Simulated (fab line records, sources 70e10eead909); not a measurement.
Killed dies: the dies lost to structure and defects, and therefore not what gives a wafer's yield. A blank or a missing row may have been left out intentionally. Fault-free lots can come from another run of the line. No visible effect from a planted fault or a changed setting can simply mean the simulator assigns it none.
Which tool is to blame? || flow nand harc || 6 lots with 18 wafers sampled at 5 steps, on a route of 1302 steps

WHAT EACH GAUGE READ, for each wafer
NHARC_END_SORT_01.
{"lot": "L904", "measured": "day 29 12:07", "on": "prober-02", "killed at array": "43 54"}
{"lot": "L907", "measured": "day 31 02:25", "on": "prober-02", "killed at array": "69 66 81"}

EACH LOT AND THE TOOL THAT RAN IT (in order: tool; ch and the chambers of the sampled wafers; start)
{"lot": "L892", "NHARC_A_CHANNEL_HOLE_D2_ETCH_19": "har etch-02 ch 0,1, day 14 00:40", "NHARC_A_CHANNEL_HOLE_D2_ETCH_21": "har etch-02 ch 0,1, day 14 01:05", "NHARC_A_CHANNEL_FILL_D2_ALD_03": "ald sin batch-02 ch 0, day 14 13:40 or earlier", "NHARC_A_CHANNEL_FILL_D2_ALD_14": "ald hk-03 ch 0,2, day 14 13:40"}
{"lot": "L902", "NHARC_A_CHANNEL_HOLE_D2_ETCH_19": "har etch-01 ch 0,1, day 17 15:26", "NHARC_A_CHANNEL_HOLE_D2_ETCH_21": "har etch-01 ch 0,1, day 17 15:55", "NHARC_A_CHANNEL_FILL_D2_ALD_03": "ald sin batch-02 ch 0, day 18 04:28 or earlier", "NHARC_A_CHANNEL_FILL_D2_ALD_14": "ald hk-04 ch 0,1, day 18 04:28"}
{"lot": "L904", "NHARC_A_CHANNEL_HOLE_D2_ETCH_19": "har etch-01 ch 0,1, day 18 04:28", "NHARC_A_CHANNEL_HOLE_D2_ETCH_21": "har etch-01 ch 0,1, day 18 04:57", "NHARC_A_CHANNEL_FILL_D2_ALD_03": "ald sin batch-02 ch 0, day 18 17:14 or earlier", "NHARC_A_CHANNEL_FILL_D2_ALD_14": "ald hk-04 ch 2,3, day 18 17:14"}
{"lot": "L907", "NHARC_A_CHANNEL_HOLE_D2_ETCH_19": "har etch-02 ch 0,1, day 20 04:34", "NHARC_A_CHANNEL_HOLE_D2_ETCH_21": "har etch-02 ch 0,1, day 20 04:59", "NHARC_A_CHANNEL_FILL_D2_ALD_03": "ald sin batch-01 ch 0, day 20 17:42 or earlier", "NHARC_A_CHANNEL_FILL_D2_ALD_14": "ald hk-02 ch 2,3, day 20 17:42"}
{"lot": "L911", "NHARC_A_CHANNEL_HOLE_D2_ETCH_19": "har etch-01 ch 0,1, day 21 10:07", "NHARC_A_CHANNEL_HOLE_D2_ETCH_21": "har etch-01 ch 0,1, day 21 10:32", "NHARC_A_CHANNEL_FILL_D2_ALD_03": "ald sin batch-02 ch 0, day 21 20:44 or earlier", "NHARC_A_CHANNEL_FILL_D2_ALD_14": "ald hk-04 ch 1,3, day 21 20:44"}
{"lot": "L914", "NHARC_A_CHANNEL_HOLE_D2_ETCH_19": "har etch-02 ch 0,1, day 23 17:07", "NHARC_A_CHANNEL_HOLE_D2_ETCH_21": "har etch-02 ch 0,1, day 23 17:36", "NHARC_A_CHANNEL_FILL_D2_ALD_03": "ald sin batch-02 ch 0, day 24 05:59 or earlier", "NHARC_A_CHANNEL_FILL_D2_ALD_14": "ald hk-02 ch 2,3, day 24 05:59"}
- NHARC_A_CHANNEL_HOLE_D2_ETCH_19: etches the open film in C4F8/O2/Ar, time 34.5 s.
- NHARC_A_CHANNEL_HOLE_D2_ETCH_21: etches the open film in C4F8/O2/Ar, time 514.3 s, target depth 1600 nm.
- NHARC_A_CHANNEL_FILL_D2_ALD_03: deposits SiNx, target thk 6 nm, pulse time 60 s, ald cycles 58.
- NHARC_A_CHANNEL_FILL_D2_ALD_14: deposits SiO2, target thk 2.5 nm, pulse time 10 s, ald cycles 25.

THE ANSWER, worked out from the rows above alone
Rule: the usual values come from the lots themselves. The widest of any qualifying gaps counts: lots, ordered by their means at a reading, are off when they make up no more than a third of the lots, leave a main group of 4 or more, and stand apart from it by 3 or more times the standard deviation of that group's means. Not used: any main group whose means are identical at the precision the tables above print for the reading. Also off: a lot with no number at a reading for which 4 or more lots have one. All remaining lots with rows at the step are treated as sound.
None of the lots is off at any reading shown; this tells nothing.

WHAT THE SIMULATOR HAD PUT IN
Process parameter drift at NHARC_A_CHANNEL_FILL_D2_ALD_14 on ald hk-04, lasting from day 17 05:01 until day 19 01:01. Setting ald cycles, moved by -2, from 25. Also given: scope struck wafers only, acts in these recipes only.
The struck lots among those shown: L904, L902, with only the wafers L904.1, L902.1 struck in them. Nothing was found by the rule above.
